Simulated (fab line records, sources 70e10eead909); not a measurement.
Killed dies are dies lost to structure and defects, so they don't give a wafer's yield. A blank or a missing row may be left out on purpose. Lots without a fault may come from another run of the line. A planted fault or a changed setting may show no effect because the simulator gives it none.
Chamber matching | flow nand_harc | NHARC_A_CONTACT_ALD_18 on ald_metal-04: 4 sister chambers
The step deposits TiN, target thk 3 nm, pulse time 1 s, ald cycles 150. 18 wafers are shown with their chamber, then 9 later ones without.

WAFERS WITH THEIR CHAMBER
wafer  | chamber | heater_power_w (W) | precursor_pulse_height_rel
L075.1 | 2       | 971                | 1.000
L075.4 | 2       | 953                | 1.004
L075.5 | 3       | 1033               | 0.979
L079.3 | 0       | 1345               | 1.021
L079.4 | 2       | 986                | 1.003
L079.5 | 1       | 992                | 1.003
L080.3 | 1       | 1014               | 1.050
L080.4 | 1       | 1035               | 1.004
L080.5 | 0       | 1272               | 1.031
L083.1 | 0       | 1306               | 1.021
L083.2 | 3       | 1027               | 0.986
L083.6 | 3       | 1048               | 1.039
L084.1 | 1       | 1010               | 0.998
L084.5 | 0       | 1296               | 0.992
L084.6 | 1       | 1028               | 0.991
L089.2 | 2       | 956                | 0.975
L089.3 | 0       | 1302               | 1.000
L089.5 | 2       | 948                | 1.022

SIGNATURES (means of the wafers above)
reading                    | chamber 0 | chamber 1 | chamber 2 | chamber 3 | scatter within a chamber
heater_power_w             | 1304.20   | 1015.80   | 962.80    | 1036.00   | 19.1
precursor_pulse_height_rel | 1.01300   | 1.00920   | 1.00080   | 1.00133   | 0.0216
Rule: a wafer's distance from a chamber is the root of the sum, over the readings, of the square of ((its reading less the chamber's mean) divided by the reading's scatter). The wafer belongs to the nearest chamber; if the next one is less than 2 further off, it can't be placed. The scatter: the root of (the sum of the squares of (reading less its chamber's mean) over the shown wafers, divided by (wafers less chambers)).

WAFERS WITHOUT THEIR CHAMBER
wafer  | heater_power_w (W) | precursor_pulse_height_rel
L092.1 | 1299               | 1.001
L092.2 | 990                | 1.002
L092.5 | 1281               | 1.017
L093.2 | 958                | 0.990
L093.4 | 1328               | 1.017
L093.5 | 1315               | 0.988
L097.3 | 988                | 0.966
L097.4 | 944                | 1.005
L097.5 | 971                | 1.020

WHICH CHAMBER EACH WENT THROUGH
wafer  | from the rows above          | in truth
L092.1 | 0                            | 0
L092.2 | can't be placed: 1 or 2 or 3 | 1
L092.5 | 0                            | 0
L093.2 | 2                            | 2
L093.4 | 0                            | 0
L093.5 | 0                            | 0
L097.3 | can't be placed: 2 or 1 or 3 | 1
L097.4 | 2                            | 2
L097.5 | can't be placed: 2 or 1      | 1
Placed correctly: 6 of 9. Can't be placed from these rows: 3 (the true chamber is among the candidates in 3). Placed wrongly: 0.
